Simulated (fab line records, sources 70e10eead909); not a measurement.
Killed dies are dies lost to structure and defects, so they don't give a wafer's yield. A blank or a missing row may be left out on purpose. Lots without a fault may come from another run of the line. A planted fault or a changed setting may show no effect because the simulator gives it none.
Chamber matching | flow nand_harc | NHARC_A_CHANNEL_FILL_D1_ALD_14 on ald_hk-02: 4 sister chambers
The step deposits SiO2, target thk 2.5 nm, pulse time 10 s, ald cycles 25. 4 wafers are shown with their chamber, then 9 later ones without.

WAFERS WITH THEIR CHAMBER
wafer  | chamber | heater_power_w (W)
L081.4 | 2       | 487
L082.2 | 0       | 520
L082.4 | 1       | 429
L082.6 | 3       | 524

WAFERS WITHOUT THEIR CHAMBER
wafer  | heater_power_w (W)
L092.1 | 450
L092.3 | 499
L092.5 | 505
L094.1 | 442
L094.4 | 501
L094.5 | 490
L097.1 | 496
L097.3 | 449
L097.4 | 531

WHICH CHAMBER EACH WENT THROUGH
wafer  | from the rows above          | in truth
L092.1 | can't be placed: 1 or 2      | 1
L092.3 | can't be placed: 2 or 0 or 3 | 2
L092.5 | can't be placed: 0 or 2 or 3 | 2
L094.1 | 1                            | 1
L094.4 | can't be placed: 2 or 0 or 3 | 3
L094.5 | can't be placed: 2 or 0      | 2
L097.1 | can't be placed: 2 or 0 or 3 | 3
L097.3 | can't be placed: 1 or 2      | 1
L097.4 | can't be placed: 3 or 0      | 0
Placed correctly: 1 of 9. Can't be placed from these rows: 8 (the true chamber is among the candidates in 8). Placed wrongly: 0.
How it was worked out, from the rows above alone: a wafer's distance from a chamber is the root of the sum, over the readings, of the square of ((its reading less the chamber's mean) divided by the reading's scatter). The wafer belongs to the nearest chamber; if the next one is less than 2 further off, it can't be placed. A chamber's mean is the mean of its shown wafers. The scatter: with one shown wafer a chamber, the root of the mean of the squares of how far each hidden wafer lies from its nearest shown one.
